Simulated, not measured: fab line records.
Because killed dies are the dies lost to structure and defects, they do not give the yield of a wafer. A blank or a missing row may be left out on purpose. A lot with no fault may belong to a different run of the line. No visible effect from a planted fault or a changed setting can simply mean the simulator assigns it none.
fab line records ; flow n5Finfet
[record] lots = 10; wafers = 27; lastDay = 17
route steps=1938 shown BEOL_M2@841 BEOL_M4@1111 PASSIVATION@1936
lots with no fault: from the same line, run without faults
startH: hours from the record's first day to the start of the lot's first wafer shown ; waitH: hours since the lot's step before ; " repeats the value in the row above ; L1.1+2: several wafers, shown together as one row ; - no value, or no start given ; * or withheld: withheld ; < > ~ a bound
route shown NAME@n: NAME is a module with steps in the file, n the number in the route of the first one ; usual: mean/standard deviation taken from wafers without a fault ; same: alike in all rows ; chamber/n: place in a boat ; sites: the reading at each site ; _std_site: standard deviation of those values ; _edge_site: the outer-site mean with the inner-site mean subtracted ; radiusMm: for every site, how far away it sits from the centre of the wafer ; mask NAME#n: copy n ; behind: the most recent tool/chamber to have shaped the wafer ; hold: why the lot went on hold/how many hours it stayed there/how the hold came to an end ; device: transistor that didn't switch, given as n, p or np ; end of line: tests run on the same wafers once the route is complete ; step lacking rows: just its recipe ; killed: the dies lost at the first sort to structure and to defects; this is not the yield of the wafer ; map: dies across one wafer; x = killed, . = not, _ = none there
set.NAME: the setting that was run; set.NAME@STEP: the one run at that earlier step ; model.NAME: the simulator's own value behind a step, which no gauge read
one table for each step of the route and one row for each wafer, over a sample of lots
services: when a tool's chamber went out of use (startH, in hours from the record's first day, below 0 if earlier), for how many hours, and the reason
[[steps]]
[step N5_BEOL_M2_ILD_DEP_00]
[recipe] material = SiOC; targetThkA = 790; tempC = 350; precursor = DEMS/O2; pressureTorr = 5; rfW = 500; timeS = 15.3
[usual] heaterPowerW = 477/58; rfFwdPowerW = 494.3/1.9; showerheadPlenumPTorr = 5.684/0.019; throttleValvePct = 12.0/0.64
[same] timeS = 15.3
lot.wafer;tool;chamber;startH;waitH;heaterPowerW;rfFwdPowerW;showerheadPlenumPTorr;throttleValvePct
L871.2;pecvd-02;2;141.56;0.0;483;494.1;5.654;11.0
L871.5;pecvd-02;1;141.56;0.0;488;493.1;5.691;11.8
L871.6;pecvd-02;2;141.56;0.0;486;495.2;5.649;11.4
L872.1;pecvd-04;0;143.93;0.0;449;494.6;5.685;13.1
L872.4;pecvd-04;1;143.93;0.0;523;495.5;5.736;11.5
L872.6;pecvd-04;0;143.93;0.0;466;494.8;5.680;13.3
L876.2;pecvd-01;0;176.69;0.0;494;496.9;5.688;11.7
L876.4;pecvd-01;2;176.69;0.0;617;494.8;5.677;12.5
L876.5;pecvd-01;1;176.69;0.0;424;493.0;5.669;12.0
L879.1;pecvd-02;2;183.93;0.0;493;495.9;5.666;11.3
L879.5;pecvd-02;2;183.93;0.0;481;497.1;5.666;11.5
L881.4;pecvd-01;1;209.38;0.1;484;491.5;5.685;12.0
L881.5;pecvd-01;1;209.38;0.1;497;491.2;5.692;12.3
L882.3;pecvd-01;0;222.35;0.1;477;496.2;5.691;11.8
L882.4;pecvd-01;1;222.35;0.1;433;492.4;5.683;12.0
L882.6;pecvd-01;0;222.35;0.1;476;495.3;5.688;11.4
L886.3;pecvd-02;0;230.69;0.1;484;495.5;5.701;12.7
L886.6;pecvd-02;0;230.69;0.1;478;492.9;5.700;13.0
L887.1;pecvd-04;2;235.48;0.0;383;492.1;5.681;11.7
L887.3;pecvd-04;0;235.48;0.0;397;495.9;5.670;13.3
L887.6;pecvd-04;2;235.48;0.0;376;492.2;5.674;11.6
L888.2;pecvd-02;2;242.92;0.0;500;492.7;5.663;11.4
L888.4;pecvd-02;0;242.92;0.0;543;491.5;5.694;12.7
L888.5;pecvd-02;1;242.92;0.0;505;498.6;5.692;11.8
L891.1;pecvd-01;2;254.48;0.0;634;492.8;5.675;11.0
L891.3;pecvd-01;0;254.48;0.0;414;497.3;5.706;11.9
L891.6;pecvd-01;2;254.48;0.0;510;493.5;5.681;10.9
[step N5_BEOL_M2_CD_MEAS_18]
[recipe] pitchNm = 36; targetCdNm = 18
[usual] cdNm = 18.1/0.45
lot.wafer;tool;chamber;startH;waitH;cdNm
L871.2;cdSem-03;-;143.95;0.1;17.7
L871.5;cdSem-03;-;143.95;0.1;17.3
L871.6;cdSem-03;-;143.95;0.1;18.1
L872.1;cdSem-02;-;145.50;0.0;18.4
L872.4;cdSem-02;-;145.50;0.0;17.6
L872.6;cdSem-02;-;145.50;0.0;18.5
L876.2;cdSem-02;-;178.51;0.1;18.2
L876.4;cdSem-02;-;178.51;0.1;17.7
L876.5;cdSem-02;-;178.51;0.1;17.9
L879.1;cdSem-03;-;186.94;0.0;17.7
L879.5;cdSem-03;-;186.94;0.0;18.7
L881.4;cdSem-02;-;210.50;0.1;18.0
L881.5;cdSem-02;-;210.50;0.1;18.8
L882.3;cdSem-03;-;225.80;0.1;17.8
L882.4;cdSem-03;-;225.80;0.1;18.1
L882.6;cdSem-03;-;225.80;0.1;17.4
L886.3;cdSem-03;-;232.68;0.1;17.6
L886.6;cdSem-03;-;232.68;0.1;18.3
L887.1;cdSem-01;-;237.38;0.0;17.9
L887.3;cdSem-01;-;237.38;0.0;18.7
L887.6;cdSem-01;-;237.38;0.0;18.4
L888.2;cdSem-03;-;244.89;0.1;18.2
L888.4;cdSem-03;-;244.89;0.1;18.2
L888.5;cdSem-03;-;244.89;0.1;18.0
L891.1;cdSem-01;-;256.44;0.0;18.3
L891.3;cdSem-01;-;256.44;0.0;18.6
L891.6;cdSem-01;-;256.44;0.0;18.5
[step N5_BEOL_M2_ETCH_69]
[recipe] chemistry = CF4; target = SiARC; targetDepthA = 156; maskMaterial = CAR-EUV; timeS = 26; ionEnergyEv = 80; pressureMtorr = 40; sourceW = 545; biasW = 36; Ar_flow_sccm = 100; cf4FlowSccm = 100; ends = cleared
[usual] drypumpMotorCurrentA = 5.6/0.39; etchRfOnTimeS = 25.7/0.6; oesProductAu = 0.68/0.08; rfFwdPowerW = 532.7/2.1; rfVppV = 184.0/1.1; showerheadPlenumPTorr = 2.13/0.052; throttleValvePct = 15.5/0.3
lot.wafer;tool;chamber;startH;waitH;drypumpMotorCurrentA;etchRfOnTimeS;oesProductAu;rfFwdPowerW;rfHoursCounterH;rfVppV;showerheadPlenumPTorr;throttleValvePct
L871.2;rieDiel-03;0;144.84;0.0;6.4;26.0;0.63;531.0;174;183.2;2.14;15.8
L871.5;rieDiel-03;3;144.84;0.0;5.4;25.6;0.60;532.9;-;185.4;2.10;16.0
L871.6;rieDiel-03;2;144.84;0.0;5.6;25.5;0.79;532.5;-;185.4;2.17;15.0
L872.1;rieDiel-03;1;146.09;0.0;5.1;24.5;0.84;528.6;2;185.1;2.18;15.3
L872.4;rieDiel-03;2;146.09;0.0;5.6;25.6;0.80;533.2;19;184.7;2.17;15.0
L872.6;rieDiel-03;2;146.09;0.0;5.6;25.3;0.80;531.9;-;184.4;2.17;15.0
L876.2;rieDiel-03;2;179.18;0.0;5.6;25.9;0.77;529.8;31;182.8;2.17;15.1
L876.4;rieDiel-03;3;179.18;0.0;5.4;26.2;0.58;534.1;232;185.0;2.09;16.0
L876.5;rieDiel-03;3;179.18;0.0;5.4;26.0;0.58;532.0;-;183.7;2.10;16.0
L879.1;rieDiel-03;2;187.58;0.0;5.6;15.0;1.07;529.7;34;186.3;2.17;15.1
L879.5;rieDiel-03;0;187.58;0.0;6.4;15.3;0.86;531.6;-;183.2;2.14;15.9
L881.4;rieDiel-03;2;211.11;0.0;5.6;25.4;0.77;531.4;41;184.9;2.17;15.1
L881.5;rieDiel-03;1;211.11;0.0;5.1;14.2;1.11;531.1;-;184.4;2.17;15.4
L882.3;rieDiel-01;1;226.42;0.0;5.7;25.2;0.71;529.9;76;183.0;2.17;15.2
L882.4;rieDiel-01;3;226.42;0.0;5.3;26.4;0.59;534.7;202;186.7;2.21;15.7
L882.6;rieDiel-01;3;226.42;0.0;5.3;26.4;0.59;536.7;-;184.5;2.21;15.7
L886.3;rieDiel-01;2;233.40;0.0;5.9;26.1;0.77;533.8;27;184.3;2.12;15.4
L886.6;rieDiel-01;1;233.40;0.0;5.8;25.3;0.70;529.4;-;184.3;2.17;15.2
L887.1;rieDiel-04;0;237.88;0.0;6.1;25.7;0.60;533.1;253;184.4;2.10;15.8
L887.3;rieDiel-04;2;237.88;0.0;5.5;25.8;0.68;534.8;79;183.3;2.07;15.3
L887.6;rieDiel-04;0;237.88;0.0;6.0;25.9;0.60;530.9;-;184.0;2.10;15.8
L888.2;rieDiel-01;1;245.45;0.0;5.8;25.2;0.71;530.0;82;182.8;2.17;15.2
L888.4;rieDiel-01;3;245.45;0.0;5.3;25.8;0.59;536.1;207;186.2;2.21;15.7
L888.5;rieDiel-01;2;245.45;0.0;5.9;26.0;0.76;532.2;-;182.5;2.11;15.4
L891.1;rieDiel-04;2;256.95;0.0;5.5;25.7;0.68;532.6;89;182.4;2.07;15.3
L891.3;rieDiel-04;1;256.95;0.0;5.4;25.6;0.73;532.8;59;183.3;2.07;15.5
L891.6;rieDiel-04;1;256.95;0.0;5.4;25.5;0.74;534.9;-;185.3;2.07;15.5
[step N5_BEOL_M2_ETCHBACK_99]
[recipe] chemistry = CHF3; target = SiO2; targetDepthA = 50; timeS = 10.4; sourceW = 215; biasW = 47; Ar_flow_sccm = 200; CHF3_flow_sccm = 12; ionEnergyEv = 100; pressureMtorr = 30
[usual] drypumpMotorCurrentA = 5.6/0.38; oesProductAu = 0.80/0.09; rfFwdPowerW = 212.7/0.91; rfVppV = 237/5; showerheadPlenumPTorr = 2.14/0.061; throttleValvePct = 16.96/0.27
[same] timeS = 10.4
lot.wafer;tool;chamber;startH;waitH;drypumpMotorCurrentA;oesProductAu;rfFwdPowerW;rfHoursCounterH;rfVppV;showerheadPlenumPTorr;throttleValvePct
L871.2;rieDiel-01;0;145.59;0.3;5.7;0.74;210.6;199;243;2.03;17.03
L871.5;rieDiel-01;1;145.59;0.3;5.7;0.86;213.0;-;236;2.20;16.63
L871.6;rieDiel-01;3;145.59;0.3;5.3;0.71;214.0;-;238;2.25;17.16
L872.1;rieDiel-03;3;149.51;3.3;5.4;0.70;212.5;221;236;2.11;17.39
L872.4;rieDiel-03;2;149.51;3.3;5.6;0.93;211.7;20;244;2.17;16.41
L872.6;rieDiel-03;1;149.51;3.3;5.1;0.96;212.6;-;227;2.20;16.88
L876.2;rieDiel-01;2;180.75;0.2;5.9;0.97;213.1;8;234;2.14;16.89
L876.4;rieDiel-01;0;180.75;0.2;5.8;0.73;211.3;213;243;2.03;17.03
L876.5;rieDiel-01;2;180.75;0.2;5.9;0.96;213.4;-;234;2.14;16.91
L879.1;rieDiel-03;1;191.82;2.7;5.1;0.90;212.9;16;227;2.20;16.91
L879.5;rieDiel-03;1;191.82;2.7;5.1;0.90;212.9;-;225;2.20;16.92
L881.4;rieDiel-04;0;211.40;0.2;6.1;0.72;213.6;243;243;2.10;17.12
L881.5;rieDiel-04;2;211.40;0.2;5.5;0.82;211.2;-;240;2.08;16.74
L882.3;rieDiel-04;2;226.62;0.1;5.5;0.81;212.1;75;240;2.08;16.73
L882.4;rieDiel-04;1;226.62;0.1;5.4;0.87;212.3;-;239;2.08;16.87
L882.6;rieDiel-04;0;226.62;0.1;6.0;0.70;213.0;-;242;2.10;17.13
L886.3;rieDiel-01;0;238.71;5.0;5.7;0.72;210.9;231;243;2.02;17.08
L886.6;rieDiel-01;3;238.71;5.0;5.3;0.70;212.8;-;237;2.24;17.21
L887.1;rieDiel-03;0;244.08;6.1;6.4;0.70;212.4;208;232;2.14;17.34
L887.3;rieDiel-03;2;244.08;6.1;5.6;0.88;212.5;51;243;2.16;16.48
L887.6;rieDiel-03;0;244.08;6.1;6.3;0.71;213.8;-;232;2.14;17.33
L888.2;rieDiel-01;3;247.20;1.6;5.3;0.69;213.6;207;238;2.24;17.23
L888.4;rieDiel-01;1;247.20;1.6;5.8;0.81;213.7;83;234;2.19;16.67
L888.5;rieDiel-01;2;247.20;1.6;5.9;0.88;212.3;-;234;2.14;16.94
L891.1;rieDiel-03;3;262.63;5.3;5.4;0.99;211.4;2;236;2.09;16.98
L891.3;rieDiel-03;0;262.63;5.3;6.4;0.69;212.8;217;232;2.14;17.35
L891.6;rieDiel-03;0;262.63;5.3;6.4;0.69;211.8;-;231;2.14;17.33
[step N5_BEOL_M4_RC_MEAS_101]
[usual] DIBL_N = 36.2/2; DIBL_P = 36.1/2.4; IOFF_N = 0.16/0.035; IOFF_P = 0.22/0.041; ION_N = 675/14; ION_P = 465/8.6; SS_N = 71.5/0.64; SS_P = 73.2/0.76; VT_N = 250/3.9; VT_P = -249/3.4
lot.wafer;tool;chamber;startH;waitH;DIBL_N[mV/V];DIBL_P[mV/V];IOFF_N[nA/um];IOFF_P[nA/um];ION_N[uA/um];ION_P[uA/um];SS_N[mV/dec];SS_P[mV/dec];VT_N[mV];VT_P[mV]
L872.1;prober-01;0;177.80;0.0;36.6;36.9;0.16;0.21;677;460;71.8;72.8;248;-249
L872.4;prober-01;0;177.80;0.0;35.3;34.8;0.14;0.18;687;471;70.9;72.4;249;-251
L872.6;prober-01;0;177.80;0.0;35.0;34.3;0.13;0.19;670;463;71.4;72.1;249;-249
L871.2;prober-01;0;191.76;0.2;34.7;37.9;0.14;0.24;670;471;70.7;73.3;253;-247
L871.5;prober-01;0;191.76;0.2;35.5;37.3;0.15;0.23;667;460;71.5;73.1;252;-249
L871.6;prober-01;0;191.76;0.2;35.6;38.7;0.15;0.26;663;470;71.1;74.4;251;-245
L876.2;prober-01;0;206.14;0.2;34.8;34.5;0.13;0.20;665;456;71.7;72.6;248;-251
L876.4;prober-01;0;206.14;0.2;35.7;36.2;0.16;0.22;680;470;71.5;73.6;248;-246
L876.5;prober-01;0;206.14;0.2;35.7;36.0;0.16;0.23;675;476;71.6;72.8;249;-249
L879.1;prober-02;0;225.18;0.0;38.0;38.3;0.20;0.25;684;474;70.9;73.9;243;-247
L879.5;prober-02;0;225.18;0.0;37.2;37.9;0.18;0.25;673;469;71.1;73.4;245;-247
L881.4;prober-01;0;245.71;0.5;35.1;34.7;0.14;0.23;664;467;71.1;73.7;249;-247
L881.5;prober-01;0;245.71;0.5;32.3;31.9;0.10;0.18;664;468;70.6;70.9;255;-249
L882.3;prober-02;0;256.79;0.3;34.5;37.1;0.17;0.26;700;483;71.5;73.2;245;-246
L882.4;prober-02;0;256.79;0.3;37.8;40.2;0.21;0.30;692;479;72.4;73.9;248;-243
L882.6;prober-02;0;256.79;0.3;36.8;39.5;0.19;0.29;701;482;71.1;73.4;248;-244
L886.3;prober-01;0;264.55;0.3;36.6;37.2;0.16;0.23;677;472;71.4;72.4;249;-246
L886.6;prober-01;0;264.55;0.3;33.0;31.7;0.10;0.16;653;453;71.0;71.6;255;-251
L888.2;prober-01;0;272.26;0.2;37.2;38.9;0.16;0.20;670;458;71.8;73.8;249;-255
L888.4;prober-01;0;272.26;0.2;36.1;38.3;0.16;0.20;680;470;71.5;73.7;249;-251
L888.5;prober-01;0;272.26;0.2;37.1;38.6;0.17;0.21;685;465;72.0;73.9;251;-250
L887.1;prober-02;0;272.29;0.0;34.9;33.2;0.13;0.18;677;466;70.9;72.7;251;-251
L887.3;prober-02;0;272.29;0.0;38.7;37.5;0.19;0.24;674;463;72.2;74.4;248;-247
L887.6;prober-02;0;272.29;0.0;40.8;40.7;0.24;0.28;703;472;72.0;74.0;243;-247
L891.1;prober-02;0;295.93;0.0;35.1;34.5;0.12;0.15;673;450;70.5;73.3;255;-255
L891.3;prober-02;0;295.93;0.0;39.0;38.9;0.17;0.20;664;453;72.7;74.4;254;-252
L891.6;prober-02;0;295.93;0.0;39.5;40.1;0.18;0.21;679;456;72.6;73.8;256;-253
[step N5_PASSIVATION_PROBE_49]
[usual] defectLimitedYield = 91.1/1.4; killed_at_M0_to_M3 = 36/9.9; killed_at_M4_up = 13/5.8; killedAtContacts = 14/5.9; killedAtFrontEnd = 39/11; killedAtOther = 3.4/2.9; killedDies = 105/17; killedOpen = 70/13; killedShort = 34/7.3; sort_bin_5_function = 5.3/1; sort_bin_6_memory = 3.3/0.62; sortNPass = 1075/17; sortYieldPct = 91.1/1.4
[same] grossDies = 1180; killedAtBackSide = 0; sort_bin_4_leakage[%] = 0; sort_bin_8_speed[%] = 0
lot.wafer;tool;chamber;startH;waitH;defectLimitedYield[%];killed_at_M0_to_M3;killed_at_M4_up;killedAtContacts;killedAtFrontEnd;killedAtOther;killedDies;killedOpen;killedShort;sort_bin_5_function[%];sort_bin_6_memory[%];sortNPass;sortYieldPct[%]
L881.4;prober-01;-;353.86;0.2;92.2;29;13;5;38;7;92;65;22;4.3;3.1;1088;92.2
L881.5;prober-01;-;353.91;0.2;89.4;26;19;15;57;8;125;84;40;6.9;3.3;1055;89.4
// killed by level:class
L881.4 STI_FIN_REVEAL:geometricParticle:open=10 BEOL_M0_SAQP:geometricParticle:open=9 BEOL_M4:geometricParticle:open=7 MOL_CONTACT_COAG:geometricParticle:open=5 BEOL_M0_SAQP:geometricParticle:short=5 FIN_SAQP:geometricParticle:short=4 BEOL_M3:geometricParticle:open=4 FIN_SAQP:geometricParticle:open=3
L881.5 FIN_SAQP:geometricParticle:open=19 MOL_CONTACT_COAG:geometricParticle:open=11 BEOL_M5:geometricParticle:open=9 STI_FIN_REVEAL:geometricParticle:open=6 GATE_CUT:geometricParticle:short=6 BEOL_M2:geometricParticle:open=6 FIN_SAQP:geometricParticle:short=5 GATE_CUT:geometricParticle:open=5
[[services]]
tool;chamber;startH;hours;kind
rieDiel-03;1;119.26;-;clean
rieDiel-03;1;119.26;-;consumableReplace:focusRing
rieDiel-03;1;119.26;19.8;scheduledDown
rieDiel-03;1;119.26;19.8;ventCycle
pecvd-01;0;122.45;6.0;repair
pecvd-02;-;128.98;3.9;repair
rieDiel-01;2;131.19;-;clean
rieDiel-01;2;131.19;-;consumableReplace:esc
rieDiel-01;2;131.19;-;consumableReplace:focusRing
rieDiel-01;2;131.19;22.0;scheduledDown
rieDiel-01;2;131.19;22.0;ventCycle
rieDiel-01;0;134.94;7.9;repair
pecvd-01;-;148.31;1.8;repair
rieDiel-03;1;188.21;2.4;repair
pecvd-01;2;202.38;-;clean
rieDiel-01;1;202.82;3.8;repair
pecvd-04;-;205.06;9.1;repair
rieDiel-04;3;218.89;32.8;repair
pecvd-02;1;221.97;20.4;repair
rieDiel-03;3;234.65;-;clean
rieDiel-03;3;234.65;-;consumableReplace:focusRing
rieDiel-03;3;234.65;20.9;scheduledDown
rieDiel-03;3;234.65;20.9;ventCycle
rieDiel-01;-;236.60;0.2;repair
[[key]]
[firstSign] step = N5_BEOL_M2_ETCH_69; reading = etchRfOnTimeS; direction = down; sigmas = 18; usual = *; struck = *
[effect] step = N5_BEOL_M2_ETCH_69; reading = oesProductAu; direction = up; sigmas = 4.2; usual = 0.68; struck = 1.01
metAt N5_BEOL_M2_ETCH_69
struckLots L879,L881
struckWafers L879.1,L879.5,L881.5
notActingAt N5_BEOL_M2_ILD_DEP_00,N5_BEOL_M2_CD_MEAS_18,N5_BEOL_M2_ETCHBACK_99
onsetBetween 179.18 187.58
[fault] kind = processParameterDrift; tool = rieDiel-03; chamber = -; onsetH = 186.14; steps = N5_BEOL_M2_ETCH_69; channel = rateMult; offset = 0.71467; shape = step; endH = 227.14; scope = struckWafersOnly
